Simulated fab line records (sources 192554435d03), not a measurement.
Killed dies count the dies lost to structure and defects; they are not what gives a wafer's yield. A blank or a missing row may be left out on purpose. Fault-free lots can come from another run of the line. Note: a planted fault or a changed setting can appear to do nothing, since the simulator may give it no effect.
Chamber matching / flow n5_finfet / N5_BEOL_M8_CURE_74 on uv_cure-02 has 3 sister chambers
The step cures SiCOH lowk, time 240 s. 3 wafers are shown with their chamber, then 12 later ones without.

## WAFERS, EACH WITH ITS CHAMBER
wafer=L075.6 chamber=1 wafer_temp_C_max=388.3
wafer=L083.6 chamber=0 wafer_temp_C_max=386.8
wafer=L086.4 chamber=2 wafer_temp_C_max=386.1

## WAFERS WITH NO CHAMBER GIVEN
wafer=L089.2 wafer_temp_C_max=387.3
wafer=L089.3 wafer_temp_C_max=389.3
wafer=L089.6 wafer_temp_C_max=386.5
wafer=L091.1 wafer_temp_C_max=387.3
wafer=L091.2 wafer_temp_C_max=387.9
wafer=L091.6 wafer_temp_C_max=386.8
wafer=L095.2 wafer_temp_C_max=386.8
wafer=L095.5 wafer_temp_C_max=387.2
wafer=L095.6 wafer_temp_C_max=387.0
wafer=L096.2 wafer_temp_C_max=386.5
wafer=L096.4 wafer_temp_C_max=386.7
wafer=L096.5 wafer_temp_C_max=386.6

## WHICH CHAMBER EACH ONE RAN IN
wafer=L089.2; from the rows above=can't be placed: 0 or 1 or 2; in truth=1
wafer=L089.3; from the rows above=1; in truth=1
wafer=L089.6; from the rows above=can't be placed: 0 or 2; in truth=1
wafer=L091.1; from the rows above=can't be placed: 0 or 1 or 2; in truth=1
wafer=L091.2; from the rows above=can't be placed: 1 or 0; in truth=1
wafer=L091.6; from the rows above=can't be placed: 0 or 2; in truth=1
wafer=L095.2; from the rows above=can't be placed: 0 or 2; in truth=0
wafer=L095.5; from the rows above=can't be placed: 0 or 2 or 1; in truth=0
wafer=L095.6; from the rows above=can't be placed: 0 or 2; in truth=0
wafer=L096.2; from the rows above=can't be placed: 0 or 2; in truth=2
wafer=L096.4; from the rows above=can't be placed: 0 or 2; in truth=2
wafer=L096.5; from the rows above=can't be placed: 0 or 2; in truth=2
1 of 12 placed correctly. Cannot be placed on the basis of these rows: 11; the candidates contain the true chamber in 9. Wrongly placed: 0.
How it was worked out, from the rows above alone: a wafer's distance from a chamber is the root of the sum, over the readings, of the square of ((its reading less the chamber's mean) divided by the reading's scatter). The wafer belongs to the nearest chamber; if the next one is less than 2 further off, it can't be placed. Each chamber's mean is taken over the wafers shown for it. The scatter: with one shown wafer a chamber, the root of the mean of the squares of how far each hidden wafer lies from its nearest shown one.
